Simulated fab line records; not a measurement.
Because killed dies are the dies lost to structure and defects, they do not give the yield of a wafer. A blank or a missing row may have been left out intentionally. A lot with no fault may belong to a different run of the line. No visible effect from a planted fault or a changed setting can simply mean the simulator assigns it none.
Which tool is to blame? + flow nand-harc + at 1 step of a route of 1302, 21 lots with 63 wafers sampled

== WHAT THE GAUGES SHOWED, per wafer ==
NHARC_A_DECK1_JOINT_THK_MEAS_17: measures by ellipsometry. Usual: thk-nm 44.8 nm, standard deviation 1.2.
| lot  | measured     | on            | thk-nm (nm)    | flag |
|------|--------------|---------------|----------------|------|
| L075 | day 11 14:07 | film-metro-02 | 45.0 45.5 46.4 |      |
| L074 | day 11 14:13 | film-metro-02 | 44.1 45.0 44.0 |      |
| L076 | day 12 09:09 | film-metro-02 | 45.3 44.5 43.9 |      |
| L078 | day 12 20:31 | film-metro-01 | 45.7 45.5 45.4 |      |
| L077 | day 13 21:14 | film-metro-01 | 44.1 45.1 43.4 |      |
| L082 | day 15 02:39 | film-metro-01 | 42.6 42.0 45.7 |      |
| L081 | day 15 02:40 | film-metro-01 | 45.0 45.7 43.9 |      |
| L083 | day 15 09:10 | film-metro-02 | 45.7 46.6 45.5 |      |
| L084 | day 15 21:34 | film-metro-01 | 44.9 42.7 45.7 |      |
| L085 | day 15 21:44 | film-metro-01 | 44.3 45.0 46.2 |      |
| L086 | day 16 16:45 | film-metro-01 | 42.2 44.9 43.6 |      |
| L087 | day 16 16:46 | film-metro-02 | 45.2 41.7 44.7 |      |
| L088 | day 17 05:16 | film-metro-02 | 43.4 45.3 45.1 |      |
| L089 | day 17 05:18 | film-metro-01 | 45.6 45.8 45.4 |      |
| L090 | day 17 20:32 | film-metro-02 | 43.1 43.8 44.4 |      |
| L091 | day 18 11:33 | film-metro-02 | 45.4 45.5 46.3 |      |
| L092 | day 18 11:36 | film-metro-01 | 46.2 47.0 47.0 |      |
| L093 | day 19 09:44 | film-metro-01 | 46.0 44.6 48.1 |      |
| L094 | day 19 09:44 | film-metro-02 | 43.7 46.2 44.6 |      |
| L096 | day 20 08:57 | film-metro-01 | 42.1 43.1 44.9 |      |
| L095 | day 20 08:57 | film-metro-02 | 44.8 45.7 44.6 |      |

== WHAT TOOL EACH LOT RAN ON (gives the tool, then ch and the chambers of the sampled wafers, and finally the start) ==
There is no process step in the record ahead of these readings.

== AS READ BY THE TOOLS THEMSELVES (means over the sampled wafers that have a number; for cases with no such wafer, the mark the record gives instead) ==
The record holds no such reading with a usual standard deviation.

== THE ANSWER, worked out from the rows above alone ==
Rule: a lot counts as off when the mean over its wafers that have a number is more than 3 standard deviations away from the usual mean. A lot without any number at a reading at which 4 lots or more have one is off too. Where the step has rows for the other lots, those lots are counted as sound. The gauges are gone through in route order, then the tools' own readings, and for those a lot's mean is taken as printed above. At the first step where some lot is off, the reading lying furthest off is the one used; lots without a number count as furthest.
No lot is off at any reading shown: from this, nothing can be told.

== WHAT HAD BEEN PUT IN BY THE SIMULATOR ==
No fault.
